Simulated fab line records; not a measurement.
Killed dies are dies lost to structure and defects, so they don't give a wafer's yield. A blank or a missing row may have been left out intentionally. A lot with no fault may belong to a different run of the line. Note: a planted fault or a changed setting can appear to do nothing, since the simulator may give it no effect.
Chamber matching	flow n5_finfet	rie_diel-05 running N5_BEOL_M0_SAQP_STRIP_75: 4 sister chambers
The step strips in CF4. 4 wafers are shown with their chamber, then 9 later ones without.

== WAFERS WITH THEIR CHAMBER ==
wafer	chamber	throttle_valve_pct (%)
L087.5	2	13.08
L088.2	3	13.53
L088.3	0	13.29
L088.6	1	13.57

== WAFERS WHOSE CHAMBER IS MISSING ==
wafer	throttle_valve_pct (%)
L091.3	13.57
L091.4	13.11
L091.6	13.59
L094.2	13.57
L094.4	13.11
L094.6	13.56
L096.1	13.33
L096.2	13.59
L096.6	13.33

== WHICH CHAMBER EACH ONE RAN IN ==
wafer	from the rows above	in truth
L091.3	can't be placed: 1 or 3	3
L091.4	2	2
L091.6	can't be placed: 1 or 3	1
L094.2	can't be placed: 1 or 3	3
L094.4	2	2
L094.6	can't be placed: 1 or 3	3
L096.1	0	0
L096.2	can't be placed: 1 or 3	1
L096.6	0	0
Placed correctly: 4 of 9. These rows do not allow placing 5 (true chamber among the candidates in 5). Wrongly placed: 0.
How it was worked out, from the rows above alone: a wafer's distance from a chamber is the root of the sum, over the readings, of the square of ((its reading less the chamber's mean) divided by the reading's scatter). If the next closest chamber is less than 2 further off than the closest, the wafer can't be placed; otherwise it belongs to the closest. The mean given for a chamber averages the wafers shown for that chamber. The scatter: root of mean squared gap, hidden wafer to nearest shown wafer, with one shown wafer a chamber.
